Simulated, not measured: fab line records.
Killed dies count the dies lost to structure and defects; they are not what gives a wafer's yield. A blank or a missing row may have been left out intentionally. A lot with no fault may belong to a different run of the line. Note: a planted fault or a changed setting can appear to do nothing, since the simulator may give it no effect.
Chamber matching -- flow n5Finfet -- 4 sister chambers for N5_SD_EPI_N_ETCH_16 on rieDiel-03
The step etches SiO2 in CHF3/O2, target depth 5 nm. 4 wafers are shown with their chamber, then 7 later ones without.

== WAFERS WITH THEIR CHAMBER ==
wafer,chamber,drypumpMotorCurrentA (A)
L076.6,2,5.2
L082.5,0,5.0
L084.2,1,5.8
L084.4,3,4.8

== WAFERS MISSING THEIR CHAMBER ==
wafer,drypumpMotorCurrentA (A)
L084.6,4.9
L095.1,4.9
L095.5,4.9
L095.6,5.0
L097.1,5.0
L097.3,5.2
L097.5,5.0

== WHICH CHAMBER EACH WENT THROUGH ==
wafer,from the rows above,in truth
L084.6,can't be placed: 0 or 3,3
L095.1,can't be placed: 0 or 3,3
L095.5,can't be placed: 0 or 3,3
L095.6,0,0
L097.1,0,0
L097.3,2,2
L097.5,0,0
Placed correctly: 4 of 7. Can't be placed from these rows: 3 (the true chamber is among the candidates in 3). Placed wrongly: 0.
How it was worked out, from the rows above alone: a wafer's distance from a chamber is the root of the sum, over the readings, of the square of ((its reading less the chamber's mean) divided by the reading's scatter). If the next closest chamber is less than 2 further off than the closest, the wafer can't be placed; otherwise it belongs to the closest. A chamber's mean is the mean of its shown wafers. The scatter (one wafer shown for each chamber): square how far every hidden wafer sits from the nearest shown wafer, average those squares and take the square root.
